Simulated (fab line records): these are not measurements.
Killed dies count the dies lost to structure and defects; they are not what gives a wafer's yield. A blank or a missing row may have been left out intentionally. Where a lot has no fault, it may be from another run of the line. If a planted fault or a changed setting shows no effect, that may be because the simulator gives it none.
Matching of chambers || flow nandHarc || 3 sister chambers for NHARC_A_STAIRCASE_DEP_417 on pecvd-02
The step deposits Si3N4, target thk 60 nm. 3 wafers are shown with their chamber, then 9 later ones without.

WAFERS, EACH WITH ITS CHAMBER
{"wafer": "L089.3", "chamber": 2, "heaterPowerW (W)": 711}
{"wafer": "L094.4", "chamber": 0, "heaterPowerW (W)": 568}
{"wafer": "L094.5", "chamber": 1, "heaterPowerW (W)": 553}

WAFERS WHOSE CHAMBER IS MISSING
{"wafer": "L095.3", "heaterPowerW (W)": 592}
{"wafer": "L095.4", "heaterPowerW (W)": 602}
{"wafer": "L095.6", "heaterPowerW (W)": 540}
{"wafer": "L095.1", "heaterPowerW (W)": 713}
{"wafer": "L095.2", "heaterPowerW (W)": 530}
{"wafer": "L095.5", "heaterPowerW (W)": 736}
{"wafer": "L096.1", "heaterPowerW (W)": 503}
{"wafer": "L096.2", "heaterPowerW (W)": 658}
{"wafer": "L096.3", "heaterPowerW (W)": 664}

WHICH CHAMBER EACH WENT THROUGH
{"wafer": "L095.3", "from the rows above": "can't be placed: 0 or 1", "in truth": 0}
{"wafer": "L095.4", "from the rows above": "can't be placed: 0 or 1", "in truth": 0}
{"wafer": "L095.6", "from the rows above": "can't be placed: 1 or 0", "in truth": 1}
{"wafer": "L095.1", "from the rows above": 2, "in truth": 2}
{"wafer": "L095.2", "from the rows above": "can't be placed: 1 or 0", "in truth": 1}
{"wafer": "L095.5", "from the rows above": 2, "in truth": 2}
{"wafer": "L096.1", "from the rows above": "can't be placed: 1 or 0", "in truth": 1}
{"wafer": "L096.2", "from the rows above": "can't be placed: 2 or 0 or 1", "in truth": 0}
{"wafer": "L096.3", "from the rows above": "can't be placed: 2 or 0 or 1", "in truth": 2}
2 of 9 placed correctly. From these rows, 7 cannot be placed; in 7 the true chamber is one of the candidates. 0 placed wrongly.
How it was worked out, from the rows above alone: a wafer's distance from a chamber is the root of the sum, over the readings, of the square of ((its reading less the chamber's mean) divided by the reading's scatter). The wafer belongs to the nearest chamber; if the next one is less than 2 further off, it can't be placed. The mean given for a chamber averages the wafers shown for that chamber. The scatter: root of mean squared gap, hidden wafer to nearest shown wafer, with one shown wafer a chamber.
